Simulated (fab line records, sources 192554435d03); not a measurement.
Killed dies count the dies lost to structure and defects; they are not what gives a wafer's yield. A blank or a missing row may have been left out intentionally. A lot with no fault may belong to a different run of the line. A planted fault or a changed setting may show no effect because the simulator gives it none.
Matching of chambers + flow n5Finfet + N5_BEOL_M7_ETCH_62 on rieDiel-01: 4 sister chambers
The step etches SOC in N2/H2, target depth 110 nm, overetch 22 nm, time 165 s. 4 wafers are shown with their chamber, then 10 later ones without.

== WAFERS PAIRED WITH THEIR CHAMBERS ==
| wafer  | chamber | drypumpMotorCurrentA (A) |
|--------|---------|--------------------------|
| L085.4 | 0       | 5.7                      |
| L088.5 | 2       | 5.0                      |
| L090.3 | 3       | 4.7                      |
| L090.4 | 1       | 5.8                      |

== WAFERS WITH NO CHAMBER GIVEN ==
| wafer  | drypumpMotorCurrentA (A) |
|--------|--------------------------|
| L090.6 | 4.9                      |
| L092.1 | 4.7                      |
| L092.2 | 5.7                      |
| L092.3 | 5.8                      |
| L093.3 | 5.0                      |
| L093.4 | 5.7                      |
| L093.6 | 5.7                      |
| L094.1 | 5.8                      |
| L094.4 | 4.7                      |
| L094.6 | 4.9                      |

== WHICH CHAMBER EACH ONE RAN IN ==
| wafer  | from the rows above | in truth                   |
|--------|---------------------|----------------------------|
| L090.6 | 2                   | 2                          |
| L092.1 | 3                   | 3                          |
| L092.2 | 0                   | 0                          |
| L092.3 | 1                   | 1                          |
| L093.3 | 2                   | 2                          |
| L093.4 | 0                   | 0                          |
| L093.6 | 0                   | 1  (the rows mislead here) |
| L094.1 | 1                   | 1                          |
| L094.4 | 3                   | 3                          |
| L094.6 | 2                   | 2                          |
Placed correctly: 9 of 10. From these rows, 0 cannot be placed. Placed wrongly: 1.
How it was worked out, from the rows above alone: a wafer's distance from a chamber is the root of the sum, over the readings, of the square of ((its reading less the chamber's mean) divided by the reading's scatter). The wafer belongs to the nearest chamber; if the next one is less than 2 further off, it can't be placed. The mean given for a chamber averages the wafers shown for that chamber. The scatter: with one shown wafer a chamber, the root of the mean of the squares of how far each hidden wafer lies from its nearest shown one.
